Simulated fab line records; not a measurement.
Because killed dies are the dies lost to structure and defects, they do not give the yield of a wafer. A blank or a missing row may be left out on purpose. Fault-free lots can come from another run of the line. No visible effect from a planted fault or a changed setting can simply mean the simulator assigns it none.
Which tool was responsible? / flow n5-finfet / Sampling: 10 lots, 28 wafers, 5 of 1938 route steps

== WHAT THE GAUGES SHOWED, per wafer ==
N5_MOL_CONTACT_COAG_OVL_MEAS_41.
lot=L753; measured=day 5 10:24; on=overlay-01; VD_OVL (nm)=-1.0 -0.3 -0.3
lot=L755; measured=day 6 03:49; on=overlay-02; VD_OVL (nm)=-0.9 -0.6 -1.4
lot=L756; measured=day 6 08:22; on=overlay-02; VD_OVL (nm)=-0.2 0.3 0.9
lot=L761; measured=day 7 03:04; on=overlay-02; VD_OVL (nm)=-0.3 -0.5 0.1
lot=L762; measured=day 7 10:43; on=overlay-02; VD_OVL (nm)=-1.1 -0.6 -1.5
lot=L763; measured=day 7 21:12; on=overlay-02; VD_OVL (nm)=-0.3 0.2 -0.5
lot=L770; measured=day 9 07:39; on=overlay-01; VD_OVL (nm)=1.5 0.6 1.9
lot=L773; measured=day 10 09:11; on=overlay-02; VD_OVL (nm)=-0.6 0.3
lot=L774; measured=day 10 11:26; on=overlay-02; VD_OVL (nm)=0.1 -0.9
lot=L775; measured=day 10 15:17; on=overlay-02; VD_OVL (nm)=-1.1 -1.3 -0.4

N5_BEOL_M4_RC_MEAS_101.
lot=L753; measured=day 8 10:38; on=prober-01; DIBL_N (mV/V)=34.2 35.1 32.4; DIBL_P (mV/V)=34.7 37.1 30.0; IOFF_N (nA/um)=0.12 0.13 0.09; IOFF_P (nA/um)=0.16 0.19 0.10; ION_N (uA/um)=667 674 647; ION_P (uA/um)=455 463 440; SS_N (mV/dec)=70.9 71.0 70.4; SS_P (mV/dec)=72.1 72.9 71.1; VT_N (mV)=253 252 260; VT_P (mV)=-255 -254 -262
lot=L755; measured=day 9 11:28; on=prober-01; DIBL_N (mV/V)=34.2 37.0 35.7; DIBL_P (mV/V)=34.5 38.1 37.1; IOFF_N (nA/um)=0.11 0.16 0.13; IOFF_P (nA/um)=0.18 0.22 0.21; ION_N (uA/um)=655 655 668; ION_P (uA/um)=451 448 463; SS_N (mV/dec)=71.1 72.2 71.2; SS_P (mV/dec)=72.1 73.3 72.9; VT_N (mV)=258 250 252; VT_P (mV)=-254 -252 -251
lot=L756; measured=day 9 15:00; on=prober-01; DIBL_N (mV/V)=37.2 35.6 36.1; DIBL_P (mV/V)=35.2 36.2 35.9; IOFF_N (nA/um)=0.16 0.14 0.15; IOFF_P (nA/um)=0.19 0.22 0.22; ION_N (uA/um)=653 658 670; ION_P (uA/um)=439 462 457; SS_N (mV/dec)=72.2 71.2 71.4; SS_P (mV/dec)=72.8 72.7 73.2; VT_N (mV)=253 254 253; VT_P (mV)=-253 -250 -251
lot=L761; measured=day 11 02:48; on=prober-01; DIBL_N (mV/V)=35.8 37.1 34.8; DIBL_P (mV/V)=35.2 38.6 32.0; IOFF_N (nA/um)=0.14 0.16 0.13; IOFF_P (nA/um)=0.19 0.24 0.14; ION_N (uA/um)=670 652 638; ION_P (uA/um)=454 453 436; SS_N (mV/dec)=71.9 72.5 72.4; SS_P (mV/dec)=73.4 73.8 72.6; VT_N (mV)=253 248 258; VT_P (mV)=-253 -250 -258
lot=L762; measured=day 10 18:16; on=prober-01; DIBL_N (mV/V)=38.5 42.5 39.5; DIBL_P (mV/V)=37.3 43.5 39.5; IOFF_N (nA/um)=0.19 0.31 0.23; IOFF_P (nA/um)=0.25 0.40 0.30; ION_N (uA/um)=694 705 695; ION_P (uA/um)=466 483 477; SS_N (mV/dec)=72.3 72.5 72.6; SS_P (mV/dec)=73.6 75.3 73.9; VT_N (mV)=247 241 247; VT_P (mV)=-248 -241 -245
lot=L763; measured=day 11 12:47; on=prober-02; DIBL_N (mV/V)=36.4 36.7 37.2; DIBL_P (mV/V)=37.6 38.7 40.4; IOFF_N (nA/um)=0.18 0.16 0.22; IOFF_P (nA/um)=0.21 0.23 0.25; ION_N (uA/um)=671 677 709; ION_P (uA/um)=452 466 475; SS_N (mV/dec)=71.5 71.2 71.3; SS_P (mV/dec)=73.4 74.4 73.4; VT_N (mV)=247 246 243; VT_P (mV)=-252 -249 -247
lot=L770; measured=day 13 02:46; on=prober-02; DIBL_N (mV/V)=34.6 38.4 37.3; DIBL_P (mV/V)=35.2 41.1 39.9; IOFF_N (nA/um)=0.13 0.23 0.18; IOFF_P (nA/um)=0.19 0.30 0.30; ION_N (uA/um)=662 700 656; ION_P (uA/um)=461 477 459; SS_N (mV/dec)=71.6 71.5 71.9; SS_P (mV/dec)=72.9 74.3 74.1; VT_N (mV)=252 240 248; VT_P (mV)=-250 -246 -244
lot=L773; measured=day 14 03:44; on=prober-02; DIBL_N (mV/V)=35.1 40.6; DIBL_P (mV/V)=34.2 41.2; IOFF_N (nA/um)=0.16 0.31; IOFF_P (nA/um)=0.24 0.38; ION_N (uA/um)=682 707; ION_P (uA/um)=478 487; SS_N (mV/dec)=71.1 72.5; SS_P (mV/dec)=72.9 74.8; VT_N (mV)=251 241; VT_P (mV)=-243 -238
lot=L774; measured=day 14 06:13; on=prober-02; DIBL_N (mV/V)=38.1 36.0; DIBL_P (mV/V)=37.4 34.1; IOFF_N (nA/um)=0.16 0.12; IOFF_P (nA/um)=0.24 0.16; ION_N (uA/um)=648 654; ION_P (uA/um)=447 448; SS_N (mV/dec)=71.6 71.5; SS_P (mV/dec)=74.0 72.8; VT_N (mV)=252 256; VT_P (mV)=-250 -254
lot=L775; measured=day 14 05:49; on=prober-01; DIBL_N (mV/V)=35.3 38.1 37.8; DIBL_P (mV/V)=35.5 38.7 39.4; IOFF_N (nA/um)=0.14 0.18 0.17; IOFF_P (nA/um)=0.18 0.23 0.25; ION_N (uA/um)=666 674 668; ION_P (uA/um)=461 463 461; SS_N (mV/dec)=70.9 71.7 71.4; SS_P (mV/dec)=73.1 74.3 74.4; VT_N (mV)=250 247 248; VT_P (mV)=-252 -249 -252

== EACH LOT AND THE TOOL THAT RAN IT (in order: tool; ch and the chambers of the sampled wafers; start) ==
lot=L753; N5_MOL_CONTACT_COAG_ALD_27=ald-sin-01 ch 0,1,3, day 5 05:05; N5_MOL_CONTACT_COAG_ETCHBACK_132=rie-diel-06 ch 2,3, day 5 08:33; N5_MOL_CONTACT_COAG_COAT_34=litho-track-03 ch 0, day 5 09:05
lot=L755; N5_MOL_CONTACT_COAG_ALD_27=ald-sin-01 ch 1,2, day 5 23:41; N5_MOL_CONTACT_COAG_ETCHBACK_132=rie-diel-05 ch 0,2,3, day 6 02:55; N5_MOL_CONTACT_COAG_COAT_34=litho-track-01 ch 0, day 6 03:28
lot=L756; N5_MOL_CONTACT_COAG_ALD_27=ald-sin-03 ch 0,2,3, day 6 03:47; N5_MOL_CONTACT_COAG_ETCHBACK_132=rie-diel-05 ch 1,2,3, day 6 07:23; N5_MOL_CONTACT_COAG_COAT_34=litho-track-03 ch 0, day 6 07:56
lot=L761; N5_MOL_CONTACT_COAG_ALD_27=ald-sin-01 ch 0,1, day 6 22:20; N5_MOL_CONTACT_COAG_ETCHBACK_132=rie-diel-06 ch 1,3, day 7 02:13; N5_MOL_CONTACT_COAG_COAT_34=litho-track-03 ch 0, day 7 02:45
lot=L762; N5_MOL_CONTACT_COAG_ALD_27=ald-sin-01 ch 0,1,2, day 7 06:33; N5_MOL_CONTACT_COAG_ETCHBACK_132=rie-diel-06 ch 0,3, day 7 09:44; N5_MOL_CONTACT_COAG_COAT_34=litho-track-03 ch 0, day 7 10:16
lot=L763; N5_MOL_CONTACT_COAG_ALD_27=ald-sin-02 ch 0,2, day 7 16:39; N5_MOL_CONTACT_COAG_ETCHBACK_132=rie-diel-05 ch 1,3, day 7 20:14; N5_MOL_CONTACT_COAG_COAT_34=litho-track-03 ch 0, day 7 20:46
lot=L770; N5_MOL_CONTACT_COAG_ALD_27=ald-sin-01 ch 1,2,3, day 9 02:40; N5_MOL_CONTACT_COAG_ETCHBACK_132=rie-diel-06 ch 0,1,2, day 9 06:41; N5_MOL_CONTACT_COAG_COAT_34=litho-track-04 ch 0, day 9 07:13
lot=L773; N5_MOL_CONTACT_COAG_ALD_27=ald-sin-02 ch 2, day 10 04:20; N5_MOL_CONTACT_COAG_ETCHBACK_132=rie-diel-02 ch 0, day 10 08:21; N5_MOL_CONTACT_COAG_COAT_34=litho-track-01 ch 0, day 10 08:53
lot=L774; N5_MOL_CONTACT_COAG_ALD_27=ald-sin-02 ch 1,2, day 10 07:16; N5_MOL_CONTACT_COAG_ETCHBACK_132=rie-diel-06 ch 2,3, day 10 10:35; N5_MOL_CONTACT_COAG_COAT_34=litho-track-03 ch 0, day 10 11:07
lot=L775; N5_MOL_CONTACT_COAG_ALD_27=ald-sin-01 ch 0,1,3, day 10 10:46; N5_MOL_CONTACT_COAG_ETCHBACK_132=rie-diel-02 ch 1,3, day 10 14:19; N5_MOL_CONTACT_COAG_COAT_34=litho-track-01 ch 0, day 10 14:51
- N5_MOL_CONTACT_COAG_ALD_27: deposits SiOC, target thk 17 nm, pulse time 1.5 s, time 2720 s.
- N5_MOL_CONTACT_COAG_ETCHBACK_132: etches SiO2 in CHF3, target depth 10 nm, time 6.7 s.
- N5_MOL_CONTACT_COAG_COAT_34: resist thk 40 nm.

== WHAT THE TOOLS THEMSELVES READ (means of the sampled wafers that have a number; where no wafer has one, the mark that the record gives instead) ==
N5_MOL_CONTACT_COAG_ALD_27.
lot=L753; tool=ald-sin-01; heater-power-outer-w (W)=500; heater-power-w (W)=808; precursor-pulse-height-rel=1.005
lot=L755; tool=ald-sin-01; heater-power-outer-w (W)=516; heater-power-w (W)=838; precursor-pulse-height-rel=0.998
lot=L756; tool=ald-sin-03; heater-power-outer-w (W)=556; heater-power-w (W)=883; precursor-pulse-height-rel=0.995
lot=L761; tool=ald-sin-01; heater-power-outer-w (W)=504; heater-power-w (W)=802; precursor-pulse-height-rel=1.033
lot=L762; tool=ald-sin-01; heater-power-outer-w (W)=515; heater-power-w (W)=844; precursor-pulse-height-rel=1.016
lot=L763; tool=ald-sin-02; heater-power-outer-w (W)=516; heater-power-w (W)=821; precursor-pulse-height-rel=0.986
lot=L770; tool=ald-sin-01; heater-power-outer-w (W)=484; heater-power-w (W)=818; precursor-pulse-height-rel=0.987
lot=L773; tool=ald-sin-02; heater-power-outer-w (W)=522; heater-power-w (W)=842; precursor-pulse-height-rel=0.956
lot=L774; tool=ald-sin-02; heater-power-outer-w (W)=510; heater-power-w (W)=838; precursor-pulse-height-rel=1.000
lot=L775; tool=ald-sin-01; heater-power-outer-w (W)=482; heater-power-w (W)=803; precursor-pulse-height-rel=0.999

N5_MOL_CONTACT_COAG_ETCHBACK_132.
lot=L753; tool=rie-diel-06; chamber-pressure-mTorr (mTorr)=30.009; drypump-motor-current-A (A)=5.2; oes-product-au (a.u.)=0.78; rf-vpp-V (V)=532; showerhead-plenum-p-Torr (Torr)=2.39; throttle-valve-pct (%)=18.60
lot=L755; tool=rie-diel-05; chamber-pressure-mTorr (mTorr)=30.008; drypump-motor-current-A (A)=5.9; oes-product-au (a.u.)=0.80; rf-vpp-V (V)=509; showerhead-plenum-p-Torr (Torr)=2.36; throttle-valve-pct (%)=18.62
lot=L756; tool=rie-diel-05; chamber-pressure-mTorr (mTorr)=30.022; drypump-motor-current-A (A)=5.5; oes-product-au (a.u.)=0.76; rf-vpp-V (V)=513; showerhead-plenum-p-Torr (Torr)=2.40; throttle-valve-pct (%)=18.61
lot=L761; tool=rie-diel-06; chamber-pressure-mTorr (mTorr)=29.974; drypump-motor-current-A (A)=5.4; oes-product-au (a.u.)=0.88; rf-vpp-V (V)=531; showerhead-plenum-p-Torr (Torr)=2.36; throttle-valve-pct (%)=18.20
lot=L762; tool=rie-diel-06; chamber-pressure-mTorr (mTorr)=30.012; drypump-motor-current-A (A)=5.1; oes-product-au (a.u.)=0.79; rf-vpp-V (V)=514; showerhead-plenum-p-Torr (Torr)=2.42; throttle-valve-pct (%)=18.70
lot=L763; tool=rie-diel-05; chamber-pressure-mTorr (mTorr)=30.019; drypump-motor-current-A (A)=5.4; oes-product-au (a.u.)=0.70; rf-vpp-V (V)=524; showerhead-plenum-p-Torr (Torr)=2.42; throttle-valve-pct (%)=18.69
lot=L770; tool=rie-diel-06; chamber-pressure-mTorr (mTorr)=29.983; drypump-motor-current-A (A)=5.7; oes-product-au (a.u.)=0.84; rf-vpp-V (V)=519; showerhead-plenum-p-Torr (Torr)=2.43; throttle-valve-pct (%)=18.61
lot=L773; tool=rie-diel-02; chamber-pressure-mTorr (mTorr)=29.996; drypump-motor-current-A (A)=6.2; oes-product-au (a.u.)=0.68; rf-vpp-V (V)=537; showerhead-plenum-p-Torr (Torr)=2.45; throttle-valve-pct (%)=19.18
lot=L774; tool=rie-diel-06; chamber-pressure-mTorr (mTorr)=29.997; drypump-motor-current-A (A)=5.2; oes-product-au (a.u.)=0.91; rf-vpp-V (V)=531; showerhead-plenum-p-Torr (Torr)=2.37; throttle-valve-pct (%)=18.40
lot=L775; tool=rie-diel-02; chamber-pressure-mTorr (mTorr)=29.977; drypump-motor-current-A (A)=5.6; oes-product-au (a.u.)=0.81; rf-vpp-V (V)=514; showerhead-plenum-p-Torr (Torr)=2.39; throttle-valve-pct (%)=18.92

N5_MOL_CONTACT_COAG_COAT_34.
lot=L753; tool=litho-track-03; chill-plate-temp-C (C)=23.11; spin-speed-rpm (rpm)=1501.4
lot=L755; tool=litho-track-01; chill-plate-temp-C (C)=22.86; spin-speed-rpm (rpm)=1500.0
lot=L756; tool=litho-track-03; chill-plate-temp-C (C)=22.88; spin-speed-rpm (rpm)=1500.5
lot=L761; tool=litho-track-03; chill-plate-temp-C (C)=23.03; spin-speed-rpm (rpm)=1560.4
lot=L762; tool=litho-track-03; chill-plate-temp-C (C)=23.05; spin-speed-rpm (rpm)=1559.2
lot=L763; tool=litho-track-03; chill-plate-temp-C (C)=22.86; spin-speed-rpm (rpm)=1558.5
lot=L770; tool=litho-track-04; chill-plate-temp-C (C)=23.07; spin-speed-rpm (rpm)=1499.6
lot=L773; tool=litho-track-01; chill-plate-temp-C (C)=23.13; spin-speed-rpm (rpm)=1501.5
lot=L774; tool=litho-track-03; chill-plate-temp-C (C)=23.02; spin-speed-rpm (rpm)=1499.4
lot=L775; tool=litho-track-01; chill-plate-temp-C (C)=22.96; spin-speed-rpm (rpm)=1500.4

== THE ANSWER, worked out from the rows above alone ==
Rule: the lots themselves supply what counts as usual. Put in order of their means at a reading, lots are off if they are a third of the lots or fewer, leave a main group of 4 or more, and stand apart from it by a gap of 3 or more times the standard deviation of the main group's means; of several such gaps the widest counts. A main group whose means are all the same, to the digits that the tables above print for the reading, isn't used. Also off: a lot with no number at a reading for which 4 or more lots have one. Any other lot the step has rows for is counted as sound. First the gauges in route order, then the tools' own readings, where a lot's mean is used as printed above. At the first step where some lot is off, the reading lying furthest off is the one used; lots without a number count as furthest.
Off: L761, L762, L763 (N5_MOL_CONTACT_COAG_COAT_34, spin-speed-rpm). The main group: mean 1500.4 rpm, standard deviation 0.76.
A tool fits if, at that step or a process step before it, it ran every lot that is off, and no sound lot after the first of them. Of those tried, none fits.

== WHAT THE SIMULATOR HAD PUT IN ==
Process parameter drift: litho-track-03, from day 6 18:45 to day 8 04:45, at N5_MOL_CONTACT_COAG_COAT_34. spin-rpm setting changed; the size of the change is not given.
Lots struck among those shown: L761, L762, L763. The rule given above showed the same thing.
